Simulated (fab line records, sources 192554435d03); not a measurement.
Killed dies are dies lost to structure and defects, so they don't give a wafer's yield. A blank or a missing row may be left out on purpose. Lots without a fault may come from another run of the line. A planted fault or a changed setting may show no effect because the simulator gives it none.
fab line records | flow n5_finfet
record lots=8 wafers=24 last_day=18
route steps=1938 shown BEOL_M2@865 BEOL_M4@1111 PASSIVATION@1936
lots that met no fault: from a run of the same line without faults
start_h: hours from the record's first day to the start of the lot's first wafer shown | wait_h: hours since the lot's step before | " the same as in the row above | L1.1+2: a row that stands for several wafers | - no value, or no start given | * or withheld: withheld | < > ~ a bound
route shown NAME@n: a module of which the file shows steps, and the number in the route of the first | usual: mean/standard deviation of fault-free wafers | same: alike in all rows | chamber/n: place in a boat | sites: the reading at each site | _std_site: their standard deviation | _edge_site: outer sites' mean less inner sites' | radius_mm: how far each site lies from the wafer's centre | mask NAME#n: copy n | behind: the tool/chamber that last shaped the wafer | hold: why the lot was held/for how many hours/how that ended | device: the transistor (n, p or np) that didn't switch | end of line: the same wafers' tests at the end of the route | a step without rows: its recipe alone | killed: dies lost to structure and defects at the first sort, not the wafer's yield | map: a wafer's dies, x killed, . not, _ none there
set.NAME: the setting as run; set.NAME@STEP: as run at that earlier step | model.NAME: the simulator's own value behind a step, which no gauge read
steps of the route over a sample of lots; a table a step, a row a wafer
services: from which hour (start_h, from the record's first day; less than 0 if before it) a tool's chamber was out of use, for how many hours, and why
## steps
# step N5_BEOL_M2_STRIP_19
# recipe chemistry=O2 power_w=400 temp_c=40 pressure_mtorr=30 rf_frequency_hz=6e+07 bias_power_w=0 overash_fraction=0.2 o2_flow_sccm=225
# usual drypump_motor_current_A=5.7/0.44 oes_product_au=0.83/0.097 rf_vpp_V=3.6/0.46 showerhead_plenum_p_Torr=2.11/0.066 throttle_valve_pct=16.51/0.23
# columns lot.wafer tool chamber start_h wait_h drypump_motor_current_A oes_product_au rf_hours_counter_h rf_vpp_V showerhead_plenum_p_Torr throttle_valve_pct
L334.1 rie_diel-02 0 135.11 0.1 5.8 0.73 174 3.5 2.00 16.61
L334.3 " 3 " " 5.6 0.98 0 3.4 2.14 16.20
L334.5 " 1 " " 5.3 0.88 - 3.2 2.13 16.49
L337.2 rie_diel-04 0 153.13 0.2 5.2 0.67 255 3.3 2.05 16.47
L337.3 " 3 " " 6.4 0.72 189 3.4 2.17 16.77
L337.6 " 2 " " 5.7 0.69 - 3.1 2.05 16.74
L338.1 rie_diel-04 1 160.12 0.2 5.4 0.90 29 3.8 2.14 16.45
L338.2 " 3 " " 6.5 0.72 192 4.0 2.17 16.76
L338.5 " 3 " " 6.5 0.73 - 3.3 2.17 16.77
L341.1 rie_diel-02 3 182.55 0.1 5.7 0.91 17 4.2 2.14 16.24
L341.2 " 1 " " 5.3 0.85 55 4.2 2.13 16.52
L341.4 " 0 " " 5.8 0.71 191 3.5 1.99 16.67
L344.3 rie_diel-05 0 196.05 0.2 5.8 0.90 31 3.8 2.04 16.45
L344.5 " 0 " " 5.7 0.90 - 4.0 2.04 16.44
L344.6 " 1 " " 5.6 0.85 - 3.2 2.04 16.63
L346.3 rie_diel-04 1 214.48 0.1 5.3 0.88 - 3.9 2.13 16.47
L346.4 " 3 " " 6.5 0.71 - 3.1 2.17 16.79
L346.5 " 3 " " 6.5 0.71 - 3.9 2.17 16.80
L353.3 rie_diel-02 0 259.96 0.1 5.8 0.69 219 4.1 1.98 16.70
L353.5 " 2 " " 6.2 0.79 - 3.1 2.20 16.51
L353.6 " 3 " " 5.7 0.86 - 3.8 2.13 16.28
L356.1 rie_diel-04 2 274.13 0.2 5.8 0.95 15 3.4 2.04 16.36
L356.3 " 1 " " 5.3 0.83 74 4.7 2.12 16.55
L356.6 " 2 " " 5.8 0.96 - 4.3 2.04 16.35
# step N5_BEOL_M2_DESCUM_33
# recipe chemistry=O2 time_s=7 source_power_w=50 bias_power_w=20 pressure_mtorr=20 rf_frequency_hz=2.712e+07 temp_c=40 resist=CAR-EUV o2_flow_sccm=225
# usual drypump_motor_current_A=5.7/0.43 oes_product_au=0.82/0.091 rf_vpp_V=243.3/1.5 showerhead_plenum_p_Torr=2.10/0.071 throttle_valve_pct=20.27/0.2
# columns lot.wafer tool chamber start_h wait_h drypump_motor_current_A oes_product_au rf_hours_counter_h rf_vpp_V showerhead_plenum_p_Torr throttle_valve_pct
L334.1 rie_diel-04 0 135.75 0.0 5.2 0.68 247 241.3 2.05 20.10
L334.3 " 3 " " 6.5 0.73 182 244.1 2.17 20.52
L334.5 " 2 " " 5.8 0.71 - 243.5 2.05 20.41
L337.2 rie_diel-05 0 153.72 0.1 5.7 0.93 17 241.3 2.04 20.22
L337.3 " 2 " " 6.5 0.70 232 245.7 2.15 20.71
L337.6 " 3 " " 5.2 0.90 - 245.3 2.22 20.24
L338.1 rie_diel-02 3 160.76 0.0 5.6 0.93 10 245.1 2.14 20.00
L338.2 " 1 " " 5.3 0.86 48 243.4 2.13 20.25
L338.5 " 0 " " 5.8 0.72 - 241.5 1.99 20.35
L341.1 rie_diel-02 2 183.19 0.0 6.2 0.81 79 246.1 2.21 20.23
L341.2 " 0 " " 5.8 0.71 191 241.8 1.99 20.37
L341.4 " 3 " " 5.7 0.91 17 244.9 2.13 20.02
L344.3 rie_diel-02 3 196.63 0.1 5.7 0.89 22 242.7 2.13 20.02
L344.5 " 1 " " 5.2 0.84 - 244.4 2.12 20.27
L344.6 " 2 " " 6.2 0.80 - 244.0 2.21 20.25
L346.3 rie_diel-04 1 215.00 0.0 5.4 0.87 - 243.1 2.13 20.28
L346.4 " 3 " " 6.5 0.71 - 244.0 2.16 20.57
L346.5 " 3 " " 6.5 0.70 - 243.7 2.16 20.57
L353.3 rie_diel-05 0 260.85 0.3 5.8 0.86 57 241.2 2.03 20.29
L353.5 " 1 " " 5.6 0.81 - 241.4 2.03 20.47
L353.6 " 2 " " 6.5 0.96 - 242.8 2.14 20.39
L356.1 rie_diel-04 2 274.64 0.0 5.8 0.96 15 241.6 2.03 20.15
L356.3 " 0 " " 5.2 0.87 29 242.2 2.03 19.81
L356.6 " 2 " " 5.8 0.96 - 242.4 2.03 20.18
# step N5_BEOL_M2_ETCH_70
# recipe chemistry=N2/H2 target=SOC target_depth_a=800 overetch_a=240 mask_material=SiARC temp_c=40 time_s=130 ion_energy_ev=200 pressure_mtorr=30 source_w=840 bias_w=150 n2_flow_sccm=200 h2_flow_sccm=200
# usual bias_w=150.0/0.47 chamber_pressure_mTorr=29.999/0.027 drypump_motor_current_A=5.7/0.46 oes_product_au=0.61/0.065 rf_vpp_V=524.3/2.5 showerhead_plenum_p_Torr=2.56/0.09 throttle_valve_pct=17.73/0.22
# columns lot.wafer tool chamber start_h wait_h bias_w chamber_pressure_mTorr drypump_motor_current_A oes_product_au rf_hours_counter_h rf_vpp_V showerhead_plenum_p_Torr throttle_valve_pct
L334.1 rie_diel-04 2 138.12 0.0 149.8 29.976 5.7 0.52 225 522.8 2.50 17.87
L334.3 " 1 " " 149.5 30.020 5.4 0.68 21 524.8 2.61 17.58
L334.5 " 2 " " 150.0 29.982 5.8 0.52 - 522.1 2.50 17.88
L337.2 rie_diel-05 3 159.04 0.0 150.6 29.998 5.2 0.66 28 527.3 2.72 17.70
L337.3 " 2 " " 150.3 30.003 6.6 0.52 234 526.8 2.64 18.26
L337.6 " 3 " " 150.0 29.962 5.2 0.66 - 527.3 2.72 17.67
L338.1 rie_diel-02 2 163.17 0.0 149.4 30.014 6.3 0.60 73 526.4 2.67 17.49
L338.2 " 3 " " 150.8 29.999 5.6 0.68 11 525.5 2.60 17.43
L338.5 " 0 " " 149.3 29.992 5.8 0.54 - 521.6 2.42 17.75
L341.1 rie_diel-02 1 184.82 0.0 150.0 30.017 5.2 0.63 56 526.4 2.59 17.72
L341.2 " 2 " " 150.7 29.997 6.2 0.60 80 528.0 2.67 17.49
L341.4 " 3 " " 149.8 29.946 5.7 0.65 18 524.3 2.60 17.44
L344.3 rie_diel-04 0 204.34 0.0 148.8 29.997 5.2 0.69 5 523.0 2.48 17.10
L344.5 " 2 " " 150.4 29.978 5.8 0.50 - 521.5 2.49 17.91
L344.6 " 3 " " 150.1 29.987 6.5 0.52 - 525.7 2.62 17.86
L346.3 rie_diel-04 3 218.38 0.0 149.8 30.034 6.5 0.52 216 525.6 2.61 17.88
L346.4 " 3 " " 150.2 29.993 6.5 0.52 - 525.6 2.61 17.88
L346.5 " 1 " " 150.5 29.993 5.4 0.64 - 525.7 2.59 17.63
L353.3 rie_diel-02 0 267.13 0.0 - - - - - - - -
L353.5 " 0 " " - - - - - - - -
L353.6 " 3 " " - - - - - - - -
L356.1 rie_diel-04 1 278.04 0.0 - - - - - - - -
L356.3 " 2 " " - - - - - - - -
L356.6 " 3 " " - - - - - - - -
# step N5_BEOL_M2_VIA_ETCH_34
# recipe chemistry=C4F6/O2 target_depth_a=694 mask_material=SOC pressure_mtorr=15 ion_energy_ev=250 taper_deg=4 time_s=65.9 source_w=350 bias_w=170 Ar_flow_sccm=300 C4F6_flow_sccm=10 O2_flow_sccm=10
# usual C4F6_flow_sccm=10.00/0.031 O2_flow_sccm=10.00/0.033 drypump_motor_current_A=5.7/0.45 mfc_ar_sccm=299.9/0.85 oes_product_au=0.84/0.092 rf_vpp_V=669/11 showerhead_plenum_p_Torr=2.85/0.095 throttle_valve_pct=30.64/0.2
# columns lot.wafer tool chamber start_h wait_h C4F6_flow_sccm O2_flow_sccm drypump_motor_current_A mfc_ar_sccm oes_product_au rf_hours_counter_h rf_vpp_V showerhead_plenum_p_Torr throttle_valve_pct
L334.1 rie_diel-04 2 138.23 0.0 10.04 10.02 5.8 299.9 0.71 225 670 2.80 30.74
L334.3 " 1 " " 9.97 10.00 5.4 299.9 0.93 21 674 2.89 30.49
L334.5 " 2 " " 10.00 9.91 5.8 297.7 0.71 - 668 2.80 30.74
L337.2 rie_diel-05 3 159.15 0.0 9.98 10.00 5.2 299.7 0.90 28 668 3.02 30.74
L337.3 " 2 " " 10.03 10.03 6.6 298.5 0.70 234 656 2.93 31.01
L337.6 " 3 " " 9.98 9.96 5.2 300.0 0.91 - 670 3.02 30.75
L338.1 rie_diel-02 2 163.28 0.0 9.98 10.01 6.2 299.1 0.81 73 646 2.97 30.32
L338.2 " 3 " " 9.98 9.98 5.7 300.5 0.91 11 691 2.90 30.43
L338.5 " 0 " " 10.02 9.99 5.8 301.4 0.73 - 686 2.71 30.58
L341.1 rie_diel-02 1 184.92 0.0 9.98 10.05 5.2 300.7 0.87 56 664 2.87 30.40
L341.2 " 2 " " 9.94 9.99 6.2 298.1 0.81 80 646 2.96 30.33
L341.4 " 3 " " 10.00 10.01 5.7 300.4 0.91 18 690 2.90 30.44
L344.3 rie_diel-04 0 204.45 0.0 9.97 10.03 5.2 301.2 0.95 5 689 2.78 30.15
L344.5 " 2 " " 10.02 9.97 5.7 299.5 0.69 - 668 2.79 30.76
L344.6 " 3 " " 9.98 9.99 6.5 298.4 0.71 - 669 2.91 30.73
L346.3 rie_diel-04 3 218.49 0.0 10.00 10.02 6.5 300.6 0.70 216 670 2.90 30.74
L346.4 " 3 " " 10.02 10.01 6.5 299.5 0.70 - 671 2.90 30.75
L346.5 " 1 " " 9.96 9.99 5.3 299.5 0.87 - 672 2.88 30.49
L353.3 rie_diel-02 0 267.24 0.0 10.00 9.98 5.8 300.6 0.28 221 686 2.70 30.50
L353.5 " 0 " " 10.06 9.99 5.8 300.2 0.27 - 686 2.70 30.51
L353.6 " 3 " " 9.98 9.99 5.7 299.5 0.32 - 689 2.88 30.35
L356.1 rie_diel-04 1 278.15 0.0 10.04 10.03 5.4 299.1 0.31 75 673 2.87 30.42
L356.3 " 2 " " 10.07 10.04 5.8 300.3 0.36 16 667 2.78 30.56
L356.6 " 3 " " 10.04 10.01 6.5 299.5 0.26 - 669 2.89 30.63
# step N5_BEOL_M2_STRIP_97
# recipe chemistry=N2/H2 time_s=10 power_w=450 temp_c=40 pressure_mtorr=20 rf_frequency_hz=6e+07 bias_power_w=7 n2_flow_sccm=200 h2_flow_sccm=200
# usual drypump_motor_current_A=5.7/0.45 oes_product_au=0.84/0.092 rf_vpp_V=59.3/0.87 showerhead_plenum_p_Torr=2.56/0.09 throttle_valve_pct=23.58/0.26
# columns lot.wafer tool chamber start_h wait_h drypump_motor_current_A oes_product_au rf_hours_counter_h rf_vpp_V showerhead_plenum_p_Torr throttle_valve_pct
L334.1 rie_diel-04 2 - - 5.8 0.71 225 57.6 2.50 23.56
L334.3 " 1 " " 5.4 0.93 21 59.1 2.60 23.39
L334.5 " 2 " " 5.7 0.71 - 60.3 2.50 23.55
L337.2 rie_diel-05 3 - - 5.2 0.90 28 60.4 2.71 23.53
L337.3 " 2 " " 6.5 0.70 234 59.1 2.63 24.05
L337.6 " 3 " " 5.2 0.90 - 56.9 2.71 23.55
L338.1 rie_diel-02 2 - - 6.3 0.82 73 60.1 2.66 23.25
L338.2 " 3 " " 5.7 0.93 11 60.3 2.60 23.39
L338.5 " 0 " " 5.8 0.71 - 58.8 2.41 23.51
L341.1 rie_diel-02 1 - - 5.2 0.85 56 60.4 2.59 23.49
L341.2 " 2 " " 6.2 0.81 80 59.7 2.66 23.25
L341.4 " 3 " " 5.6 0.91 18 58.5 2.59 23.40
L344.3 rie_diel-04 0 - - 5.2 0.94 5 59.8 2.48 22.81
L344.5 " 2 " " 5.8 0.69 - 59.1 2.49 23.58
L344.6 " 3 " " 6.5 0.72 - 58.3 2.61 23.75
L346.3 rie_diel-04 3 - - 6.5 0.71 216 59.8 2.61 23.74
L346.4 " 3 " " 6.5 0.71 - 59.0 2.61 23.74
L346.5 " 1 " " 5.4 0.87 - 58.3 2.59 23.45
L353.3 rie_diel-02 0 - - 5.8 0.69 221 57.5 2.40 23.57
L353.5 " 0 " " 5.8 0.70 - 59.3 2.40 23.54
L353.6 " 3 " " 5.7 0.85 - 58.1 2.58 23.44
L356.1 rie_diel-04 1 - - 5.4 0.84 75 58.6 2.58 23.47
L356.3 " 2 " " 5.8 0.96 16 57.6 2.48 23.38
L356.6 " 3 " " 6.5 0.69 - 60.7 2.60 23.78
# step N5_BEOL_M4_RC_MEAS_101
# usual DIBL_N=36.2/1.6 DIBL_P=36.5/1.9 IOFF_N=0.158/0.027 IOFF_P=0.21/0.038 ION_N=675/12 ION_P=464/8.9 SS_N=71.5/0.61 SS_P=73.4/0.59 VT_N=250.4/3 VT_P=-250/3.6
# columns lot.wafer tool chamber start_h wait_h DIBL_N[mV/V] DIBL_P[mV/V] IOFF_N[nA/um] IOFF_P[nA/um] ION_N[uA/um] ION_P[uA/um] SS_N[mV/dec] SS_P[mV/dec] VT_N[mV] VT_P[mV]
L334.1 prober-01 0 164.40 0.0 37.7 38.5 0.175 0.26 683 474 72.3 74.0 251.0 -247
L334.3 " 0 " " 36.3 36.5 0.146 0.22 676 472 71.1 73.0 251.9 -250
L334.5 " 0 " " 38.5 39.0 0.194 0.27 683 468 72.0 74.1 247.4 -245
L337.2 prober-02 0 186.05 0.2 34.7 34.0 0.134 0.16 658 450 70.6 72.6 253.2 -257
L337.3 " 0 " " 36.7 37.3 0.164 0.21 661 457 71.9 73.3 253.0 -250
L337.6 " 0 " " 35.4 35.1 0.147 0.17 650 446 71.8 72.7 254.2 -256
L338.1 prober-02 0 192.78 0.0 37.8 36.5 0.156 0.20 672 455 70.3 73.7 252.7 -250
L338.2 " 0 " " 37.4 37.5 0.165 0.21 676 462 71.3 73.5 248.5 -248
L338.5 " 0 " " 35.7 34.7 0.122 0.17 653 452 70.5 72.9 254.3 -253
L341.1 prober-01 0 212.54 0.0 37.5 36.6 0.156 0.18 666 452 71.0 73.1 250.0 -257
L341.2 " 0 " " 39.8 38.7 0.211 0.21 682 453 72.3 73.9 246.5 -255
L341.4 " 0 " " 36.0 34.4 0.128 0.16 651 437 71.1 73.0 256.1 -259
L344.3 prober-01 0 227.77 0.3 34.9 35.8 0.142 0.19 671 463 70.5 73.5 251.0 -250
L344.5 " 0 " " 36.5 37.3 0.175 0.20 691 464 70.8 73.8 245.7 -251
L344.6 " 0 " " 38.2 39.0 0.209 0.25 705 474 72.8 73.6 246.5 -246
L346.3 prober-02 0 249.91 0.3 36.5 35.8 0.149 0.23 669 466 72.0 73.0 250.0 -248
L346.4 " 0 " " 35.6 35.8 0.133 0.24 668 473 71.4 73.2 252.2 -245
L346.5 " 0 " " 36.6 36.3 0.158 0.24 687 477 71.9 73.9 248.9 -247
# step N5_PASSIVATION_PROBE_49
# usual defect_limited_yield=91.3/1.7 killed_at_M0_to_M3=33/11 killed_at_M4_up=14/5.5 killed_at_contacts=13/6.5 killed_at_front_end=39/13 killed_at_other=3.4/2.9 killed_dies=103/20 killed_on_rim=14/4.3 killed_open=69/15 killed_short=32/8.1 sort_bin_5_function=5.1/1.1 sort_bin_6_memory=3.3/0.74 sort_bin_8_speed=0.00/0.014 sort_n_pass=1077/20 sort_yield_pct=91.3/1.7
# same gross_dies=1180 killed_at_back_side=0 sort_bin_4_leakage[%]=0
# columns lot.wafer tool chamber start_h wait_h defect_limited_yield[%] killed_at_M0_to_M3 killed_at_M4_up killed_at_contacts killed_at_front_end killed_at_other killed_dies killed_on_rim killed_open killed_short sort_bin_5_function[%] sort_bin_6_memory[%] sort_bin_8_speed[%] sort_n_pass sort_yield_pct[%]
L353.3 prober-02 - 423.97 0.5 0 1091 29 26 34 0 1180 152 79 32 96.1 3.7 0 0 0
L353.5 prober-02 - 424.07 0.6 0 1091 23 20 41 5 1180 152 82 36 95.6 4.2 0 0 0
L353.6 prober-02 - 424.12 0.6 0 1103 17 17 40 3 1180 152 71 27 96.6 3.4 0 0 0
L356.1 prober-02 - 429.53 0.0 0 1128 18 7 25 2 1180 152 64 22 96.8 3.1 0 0 0
L356.3 prober-02 - 429.63 0.1 0 1101 15 14 46 4 1180 152 71 42 95.3 4.6 0 0 0
L356.6 prober-02 - 429.78 0.3 0 1124 6 5 43 2 1180 152 61 40 96.2 3.3 0 0 0
# killed by level:class
L353.3 BEOL_M2:area_etch=1069 MOL_CONTACT_COAG:geometric_particle:open=20 BEOL_M4:geometric_particle:open=15 BEOL_M2:geometric_particle:open=7 DUMMY_GATE:geometric_particle:open=6 MOL_CONTACT_COAG:geometric_particle:short=6 FIN_SAQP:geometric_particle:short=5 STI_FIN_REVEAL:geometric_particle:open=5
L353.5 BEOL_M2:area_etch=1062 MOL_CONTACT_COAG:geometric_particle:open=17 BEOL_M4:geometric_particle:open=12 STI_FIN_REVEAL:geometric_particle:open=10 BEOL_M1:geometric_particle:open=8 FIN_SAQP:geometric_particle:short=6 FIN_SAQP:geometric_particle:open=6 BEOL_M2:geometric_particle:open=5
L353.6 BEOL_M2:area_etch=1082 MOL_CONTACT_COAG:geometric_particle:open=11 STI_FIN_REVEAL:geometric_particle:open=10 BEOL_M2:geometric_particle:open=7 FIN_SAQP:geometric_particle:open=6 DUMMY_GATE:geometric_particle:open=6 MOL_CONTACT_COAG:geometric_particle:short=6 BEOL_M0_SAQP:geometric_particle:open=6
L356.1 BEOL_M2:area_etch=1094 BEOL_M4:geometric_particle:open=10 BEOL_M0_SAQP:geometric_particle:open=9 BEOL_M1:geometric_particle:open=7 BEOL_M2:geometric_particle:open=7 MOL_CONTACT_COAG:geometric_particle:open=6 DUMMY_GATE:geometric_particle:open=5 BEOL_M0_SAQP:geometric_particle:short=5
L356.3 BEOL_M2:area_etch=1064 STI_FIN_REVEAL:geometric_particle:open=14 MOL_CONTACT_COAG:geometric_particle:open=12 BEOL_M4:geometric_particle:open=11 BEOL_M0_SAQP:geometric_particle:short=9 FIN_SAQP:geometric_particle:short=8 BEOL_M0_SAQP:geometric_particle:open=8 BEOL_M2:geometric_particle:short=6
L356.6 BEOL_M2:area_etch=1078 STI_FIN_REVEAL:geometric_particle:open=16 BEOL_M0_SAQP:geometric_particle:open=15 FIN_SAQP:geometric_particle:short=12 BEOL_M0_SAQP:geometric_particle:short=9 BEOL_M2:geometric_particle:open=6 FIN_SAQP:geometric_particle:open=4 STI_FIN_REVEAL:geometric_particle:short=4
## services
# columns tool chamber start_h hours kind
rie_diel-02 3 113.81 - clean
rie_diel-02 3 113.81 - consumable_replace:focus_ring
rie_diel-04 0 163.15 - clean
rie_diel-04 0 163.15 - consumable_replace:focus_ring
rie_diel-04 0 163.15 21.2 scheduled_down
rie_diel-04 0 163.15 21.2 vent_cycle
rie_diel-04 2 165.46 6.9 repair
rie_diel-05 2 206.62 - clean
rie_diel-05 2 206.62 - consumable_replace:focus_ring
rie_diel-05 2 206.62 23.4 scheduled_down
rie_diel-05 2 206.62 23.4 vent_cycle
rie_diel-04 0 212.51 4.9 repair
rie_diel-04 2 214.43 1.4 repair
rie_diel-04 2 217.64 - clean
rie_diel-04 2 217.64 - consumable_replace:focus_ring
rie_diel-04 2 217.64 18.5 scheduled_down
rie_diel-04 2 217.64 18.5 vent_cycle
## key
first_sign step=N5_BEOL_M2_ETCH_70 reading=tool_record direction=missing
effect step=N5_BEOL_M2_VIA_ETCH_34 reading=oes_product_au direction=down sigmas=5.8 usual=0.84 struck=0.30
effect step=N5_PASSIVATION_PROBE_49 reading=killed_at_M0_to_M3 direction=up sigmas=99+ usual=33 struck=1106
more_kills_born_at N5_BEOL_M2_ETCH_70@rie_diel-04=3236 N5_BEOL_M2_ETCH_70@rie_diel-02=3213
met_at N5_BEOL_M2_ETCH_70
struck_lots L353,L356
later_rows_left_out L353.3,L353.5,L353.6,L356.1,L356.3,L356.6
not_acting_at N5_BEOL_M2_STRIP_19,N5_BEOL_M2_DESCUM_33,N5_BEOL_M2_STRIP_97
onset_between 218.38 267.13
fault kind=skipped_step_whole tool=rie_diel-02,rie_diel-04 chamber=- onset_h=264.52 steps=N5_BEOL_M2_ETCH_70 scope=struck_lots_only
# later_rows_left_out: the simulator's readings of these wafers behind a module that went badly wrong aren't trusted and aren't shown, but for the sort
